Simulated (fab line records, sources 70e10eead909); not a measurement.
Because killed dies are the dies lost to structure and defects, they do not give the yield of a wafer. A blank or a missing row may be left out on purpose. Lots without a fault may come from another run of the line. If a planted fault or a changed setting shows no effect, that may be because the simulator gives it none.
Which tool is to blame?    flow nand-harc    11 lots, 33 wafers sampled, at 5 steps of a route of 1159

== WHAT THE GAUGES READ, wafer by wafer ==
NHARC_A_M1_CD_MEAS_16.
lot   measured      on         cd-nm (nm)
L771  day 18 07:23  cd-sem-03  118.6 119.3 118.7
L769  day 18 09:11  cd-sem-03  119.4 120.0 118.6
L770  day 18 12:25  cd-sem-03  117.8 119.0 119.7
L775  day 19 04:10  cd-sem-01  120.1 119.1 120.1
L776  day 19 14:37  cd-sem-03  120.1 118.5 120.2
L779  day 20 01:43  cd-sem-01  118.4 119.6 119.4
L778  day 20 02:30  cd-sem-02  119.3 120.0 118.2
L781  day 20 17:14  cd-sem-01  121.0 119.9 118.8
L784  day 21 06:35  cd-sem-01  120.6 119.8 118.1
L787  day 22 04:13  cd-sem-02  120.3 120.9 120.2
L788  day 22 09:53  cd-sem-03  120.0 120.4 120.7

NHARC_END_SORT_01.
lot   measured      on         defect-limited-yield (%)  killed-at-array  killed-at-other  killed-at-periphery  killed-dies  killed-open  killed-short  sort_bin_2_pct (%)  sort_bin_3_pct (%)  sort_bin_4_pct (%)  sort-n-pass  sort-rim-yield-pct (%)  sort-yield-pct (%)
L788  day 24 02:41  prober-01  81.4 96.0 80.6            123 26 127       0 0 1            3 1 3                126 27 131   3 6 2        0 2 1         7.7 0.6 8.1         5.61 0.15 5.02      5.3 3.2 6.2         551 650 546  95.3 97.2 92.5          81.4 96.0 80.6

== WHAT TOOL EACH LOT RAN ON (gives the tool, then ch and the chambers of the sampled wafers, and finally the start) ==
lot   NHARC_A_M1_STRIP_18                 NHARC_A_BONDPAD_STRIP_15            NHARC_THIN_TSV_PVD_51
L771  rie-diel-06 ch 0,3, day 18 07:28    rie-diel-01 ch 1,2, day 18 12:14    pvd-sputter-02, no start
L769  rie-diel-12 ch 1,3, day 18 09:17    rie-diel-01 ch 0,1,2, day 18 14:18  pvd-sputter-02, no start
L770  rie-diel-07 ch 0,1,3, day 18 12:33  rie-diel-09 ch 0,1, day 18 17:37    pvd-sputter-03, no start
L775  rie-diel-06 ch 0,3, day 19 04:14    rie-diel-01 ch 0,1,3, day 19 09:23  pvd-sputter-02, no start
L776  rie-diel-06 ch 0,1,2, day 19 14:44  rie-diel-13 ch 0,1, day 19 19:20    pvd-sputter-02, no start
L779  rie-diel-06 ch 0,2,3, day 20 01:47  rie-diel-01 ch 0,1,3, day 20 06:43  pvd-sputter-02, no start
L778  rie-diel-07 ch 0,1,3, day 20 02:35  rie-diel-01 ch 0,1,3, day 20 07:29  pvd-sputter-02, no start
L781  rie-diel-06 ch 0,1, day 20 17:19    rie-diel-09 ch 1,3, day 20 22:05    pvd-sputter-02, no start
L784  rie-diel-07 ch 0,2, day 21 06:39    rie-diel-01 ch 0,2, day 21 11:26    pvd-sputter-03, no start
L787  rie-diel-07 ch 1,3, day 22 04:18    rie-diel-09 ch 0,1, day 22 09:06    pvd-sputter-02, no start
L788  rie-diel-06 ch 1,2,3, day 22 09:59  rie-diel-01 ch 0,3, day 22 14:52    pvd-sputter-01, day 24 02:41 or earlier
- NHARC_A_M1_STRIP_18: strips in N2/H2.
- NHARC_A_BONDPAD_STRIP_15: strips in O2.
- NHARC_THIN_TSV_PVD_51: deposits Cu, target thk 100 nm.

== AS READ BY THE TOOLS THEMSELVES (means over the sampled wafers that have a number; for cases with no such wafer, the mark the record gives instead) ==
NHARC_A_M1_STRIP_18.
lot   tool         chamber-pressure-mTorr (mTorr)  drypump-motor-current-A (A)  oes-product-au (a.u.)  rf-vpp-V (V)  showerhead-plenum-p-Torr (Torr)  throttle-valve-pct (%)
L771  rie-diel-06  30.022                          5.8                          0.997                  91.1          2.06                             14.173
L769  rie-diel-12  30.014                          5.5                          1.003                  90.7          1.99                             14.163
L770  rie-diel-07  29.995                          6.0                          0.991                  89.0          1.93                             14.175
L775  rie-diel-06  30.006                          5.8                          0.998                  90.8          2.06                             14.164
L776  rie-diel-06  29.980                          5.8                          0.995                  90.9          2.03                             14.172
L779  rie-diel-06  30.021                          5.6                          0.998                  91.5          2.02                             14.167
L778  rie-diel-07  29.991                          6.0                          0.985                  89.8          1.93                             14.167
L781  rie-diel-06  30.011                          6.2                          0.989                  91.4          2.08                             14.175
L784  rie-diel-07  30.018                          5.6                          0.984                  90.3          2.06                             14.167
L787  rie-diel-07  30.017                          6.2                          0.994                  90.8          1.93                             14.179
L788  rie-diel-06  30.017                          5.5                          0.988                  90.2          2.06                             14.172

NHARC_A_BONDPAD_STRIP_15.
lot   tool         chamber-pressure-mTorr (mTorr)  drypump-motor-current-A (A)  oes-product-au (a.u.)  rf-vpp-V (V)  showerhead-plenum-p-Torr (Torr)  throttle-valve-pct (%)
L771  rie-diel-01  59.96                           6.2                          0.985                  57.2          3.32                             17.029
L769  rie-diel-01  60.04                           5.9                          1.000                  56.4          3.32                             17.037
L770  rie-diel-09  59.98                           5.9                          1.000                  58.1          3.67                             17.036
L775  rie-diel-01  60.04                           5.7                          1.001                  57.1          3.46                             17.039
L776  rie-diel-13  60.03                           6.0                          0.997                  58.0          3.50                             17.039
L779  rie-diel-01  59.96                           5.7                          0.998                  58.2          3.46                             17.033
L778  rie-diel-01  60.05                           5.7                          0.993                  57.8          3.46                             17.037
L781  rie-diel-09  60.08                           6.1                          1.000                  57.7          3.47                             17.047
L784  rie-diel-01  60.01                           5.9                          1.005                  56.9          3.31                             17.035
L787  rie-diel-09  60.01                           6.4                          0.997                  57.7          3.64                             17.033
L788  rie-diel-01  59.97                           5.4                          0.987                  58.2          3.46                             17.045

NHARC_THIN_TSV_PVD_51.
lot   tool            throttle-valve-pct (%)
L771  pvd-sputter-02  30.1
L769  pvd-sputter-02  30.4
L770  pvd-sputter-03  30.3
L775  pvd-sputter-02  30.5
L776  pvd-sputter-02  30.2
L779  pvd-sputter-02  30.4
L778  pvd-sputter-02  30.2
L781  pvd-sputter-02  30.5
L784  pvd-sputter-03  29.9
L787  pvd-sputter-02  30.0
L788  pvd-sputter-01  30.3

== THE ANSWER, worked out from the rows above alone ==
Rule: what is usual is taken from the lots themselves. Put in order of their means at a reading, lots are off if they are a third of the lots or fewer, leave a main group of 4 or more, and stand apart from it by a gap of 3 or more times the standard deviation of the main group's means; of several such gaps the widest counts. A main group is skipped when, at the precision printed for the reading in the tables above, its means are all equal. Also off: a lot with no number at a reading for which 4 or more lots have one. All remaining lots with rows at the step are treated as sound. Order of review: gauges by route order, followed by the tools' own readings, for which a lot's mean as printed above is used. The first step at which some lot is off is used, and at that step the reading that is off furthest; a lot without a number counts as furthest.
No lot is off at any reading shown: from this, nothing can be told.

== WHAT THE SIMULATOR PUT IN ==
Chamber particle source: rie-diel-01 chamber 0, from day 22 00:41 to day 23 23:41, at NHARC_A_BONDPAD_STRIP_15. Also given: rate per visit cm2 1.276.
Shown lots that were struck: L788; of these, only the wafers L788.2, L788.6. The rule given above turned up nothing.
